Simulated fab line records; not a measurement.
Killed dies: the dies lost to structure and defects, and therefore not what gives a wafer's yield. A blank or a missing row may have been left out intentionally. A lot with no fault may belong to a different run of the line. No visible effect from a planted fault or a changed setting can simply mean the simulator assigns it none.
Chamber matching + flow n5_finfet + N5_MOL_CONTACT_COAG_ETCH_89 on rie_diel-06: 4 sister chambers
The step etches underlayer in N2/H2, target depth 13 nm, time 10.4 s. 4 wafers are shown with their chamber, then 9 later ones without.

WAFERS WITH THEIR CHAMBER
| wafer  | chamber | drypump_motor_current_A (A) |
|--------|---------|-----------------------------|
| L087.6 | 1       | 6.4                         |
| L088.2 | 3       | 5.1                         |
| L088.4 | 0       | 5.2                         |
| L088.6 | 2       | 5.8                         |

WAFERS WITHOUT THEIR CHAMBER
| wafer  | drypump_motor_current_A (A) |
|--------|-----------------------------|
| L090.2 | 5.1                         |
| L090.3 | 6.4                         |
| L090.5 | 5.9                         |
| L094.2 | 5.8                         |
| L094.4 | 6.3                         |
| L094.5 | 5.2                         |
| L095.1 | 6.3                         |
| L095.2 | 5.1                         |
| L095.3 | 5.8                         |

CHAMBER TAKEN BY EACH
| wafer  | from the rows above     | in truth |
|--------|-------------------------|----------|
| L090.2 | can't be placed: 3 or 0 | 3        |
| L090.3 | 1                       | 1        |
| L090.5 | 2                       | 2        |
| L094.2 | 2                       | 2        |
| L094.4 | 1                       | 1        |
| L094.5 | can't be placed: 0 or 3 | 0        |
| L095.1 | 1                       | 1        |
| L095.2 | can't be placed: 3 or 0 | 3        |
| L095.3 | 2                       | 2        |
Correct placement for 6 of the 9. Cannot be placed on the basis of these rows: 3; the candidates contain the true chamber in 3. Wrongly placed: 0.
How it was worked out, from the rows above alone: a wafer's distance from a chamber is the root of the sum, over the readings, of the square of ((its reading less the chamber's mean) divided by the reading's scatter). If the next closest chamber is less than 2 further off than the closest, the wafer can't be placed; otherwise it belongs to the closest. For every chamber, the mean is computed from those of its wafers that are shown. The scatter: with one shown wafer a chamber, the root of the mean of the squares of how far each hidden wafer lies from its nearest shown one.
